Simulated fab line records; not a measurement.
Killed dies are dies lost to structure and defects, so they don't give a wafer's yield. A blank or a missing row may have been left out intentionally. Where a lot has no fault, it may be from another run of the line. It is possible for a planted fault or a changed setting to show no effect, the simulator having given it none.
A struck lot beside a sound one | flow nand-harc | 24 steps out of a route of 1302
Sound: wafers L637.1, L637.5, L637.6. Wafers struck: L640.4, L640.5, L640.6. The cause is given at the end.
For every step that has rows: the tool of each side, followed by ch and its chambers, followed by its first start. Under that, the readings that differ: sound wafers | struck wafers | difference of the means | sigmas: that difference in standard deviations of wafers without a fault.
alike: a reading whose means differ by less than 2 such deviations, as well as words and numbers matching on both sides. not compared: withheld readings; readings where some wafer has no value; bounds like >300 that might hide an equal value; numbers whose values overlap and for which the record gives no deviation.
The two part at a step that has a row with sigmas, a row that says differs or no value, or rows on one side only. When numbers do not overlap yet have no deviation, they are printed without sigmas and do not part them. A reading missing from all wafers of one side parts the sides only when that side holds two or more wafers.

first, 4 steps without rows for these wafers: NHARC_P_GATE_PRECLEAN_71 (cleans in SC1); NHARC_P_GATE_SRD_72; NHARC_P_GATE_OXIDE_16 (material SiO2, target thk 3 nm, ox time 392 s); NHARC_P_GATE_CVD_17 (deposits poly-Si, target thk 150 nm, time 900 s).
NHARC_P_GATE_HM_DEP_102: deposits aC, target thk 120 nm.
  sound on acl-dep-01 ch 0, day 9 15:18; struck on acl-dep-01 ch 0, day 11 01:06
  alike: throttle-valve-pct
NHARC_P_GATE_DEP_103: deposits SiON, target thk 30 nm.
  sound on pecvd-04 ch 1,2, day 9 15:58; struck on pecvd-04 ch 0,1,2, day 11 01:32
  alike: heater-power-w
then, 6 steps without rows for these wafers: NHARC_P_GATE_DEHYDRATE_18 (time 120 s); NHARC_P_GATE_HMDS_19 (time 30 s); NHARC_P_GATE_COAT_20 (resist thk 90 nm); NHARC_P_GATE_SOFTBAKE_21 (time 55 s); NHARC_P_GATE_EBR_22; NHARC_P_GATE_EXPOSE_23 (exposes mask P GATE, target cd 120 nm).
NHARC_P_GATE_PEB_24: peb time 65 s.
  sound on litho-track-06 ch 0, day 9 16:34; struck on litho-track-06 ch 0, day 11 01:55
  reading                  | sound             | struck            | difference | sigmas
  heater-power-total-W (W) | 156.1 155.9 156.4 | 154.4 155.2 154.6 | -1.4       | -3
  plate-temp-C (C)         | 99.74 99.58 99.49 | 99.22 99.46 99.08 | -0.35      | -2
  alike: exhaust-pa
then, 1 step without rows for these wafers: NHARC_P_GATE_DEVELOP_25 (develop time 35 s).
NHARC_P_GATE_CD_MEAS_26 targets a cd of 120 nm.
  sound on cd-sem-03 ch 0, day 9 16:39; struck on cd-sem-01 ch 0, day 11 02:00
  reading    | sound             | struck            | difference | sigmas
  cd-nm (nm) | 119.9 119.9 120.1 | 123.4 123.5 122.7 | +3.2       | +7
NHARC_P_GATE_OVL_MEAS_27:
  sound on overlay-01 at day 9 16:44; struck on overlay-02 at day 11 02:05
  alike: overlay-x-nm, overlay-y-nm
NHARC_P_GATE_INSPECT_28:
  sound on defect-inspect-01 at day 9 16:46; struck on defect-inspect-02 at day 11 02:07
  alike: raw-defect-count
NHARC_P_GATE_DESCUM_31: chemistry O2, time 3 s.
  sound on rie-diel-06 ch 0,1,2, day 9 16:52; struck on rie-diel-13 ch 0,1,2, day 11 02:13
  reading                 | sound             | struck          | difference | sigmas
  model.P_GATE.cd-nm (nm) | 120.3 119.8 120.6 | 123.2 123.1 123 | +2.9       |
  alike: drypump-motor-current-A, oes-product-au, rf-vpp-V, showerhead-plenum-p-Torr, throttle-valve-pct
  not compared: rf-hours-counter-h
then, 1 step without rows for these wafers: NHARC_P_GATE_ETCH_104 (etches the open film in CF4/CHF3, target depth 60 nm).
NHARC_P_GATE_HM_OPEN_105: chemistry O2/COS, target depth 360 nm.
  sound: rie-diel-06 ch 0,1,2; struck: rie-diel-13 ch 2,3
  alike: cos-flow-sccm, drypump-motor-current-A, oes-product-au, rf-vpp-V, showerhead-plenum-p-Torr, throttle-valve-pct
  not compared: rf-hours-counter-h
then, 1 step without rows for these wafers: NHARC_P_GATE_STRIP_106 (strips in O2/COS).
NHARC_P_GATE_ETCH_114: etches the open film in CF4/O2, target depth 30 nm, overetch 3 nm, time 16.5 s.
  sound: rie-diel-06 ch 2,3; struck: rie-diel-13 ch 0,1,3
  alike: drypump-motor-current-A, oes_f_703_au, oes-product-au, rf-vpp-V, showerhead-plenum-p-Torr, throttle-valve-pct
  not compared: rf-hours-counter-h
NHARC_P_GATE_ETCH_32: etches the open film in HBr/Cl2, target depth 150 nm, time 100.1 s.
  sound on rie-si-03 ch 0,1,3, day 9 17:25; struck on rie-si-01 ch 0,3, day 11 02:38
  alike: drypump-motor-current-A, oes-product-au, throttle-valve-pct
  not compared: rf-hours-counter-h, model.P_GATE.cd-nm
NHARC_P_GATE_STRIP_108: strips in O2.
  sound on rie-diel-13 ch 1,2,3, day 9 17:34; struck on rie-diel-06 ch 0,1, day 11 02:48
  alike: drypump-motor-current-A, oes-product-au, rf-vpp-V, showerhead-plenum-p-Torr, throttle-valve-pct
  not compared: rf-hours-counter-h

## WHERE THEY PART
At NHARC_P_GATE_PEB_24 first; at NHARC_P_GATE_CD_MEAS_26 last (within this record only). Later steps at which nothing parts them and some readings are alike: NHARC_P_GATE_OVL_MEAS_27, NHARC_P_GATE_INSPECT_28, NHARC_P_GATE_DESCUM_31, NHARC_P_GATE_HM_OPEN_105, NHARC_P_GATE_ETCH_114, NHARC_P_GATE_ETCH_32, NHARC_P_GATE_STRIP_108.

WHY: whatever the simulator had introduced
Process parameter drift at NHARC_P_GATE_PEB_24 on litho-track-06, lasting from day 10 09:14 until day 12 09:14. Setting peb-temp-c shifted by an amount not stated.
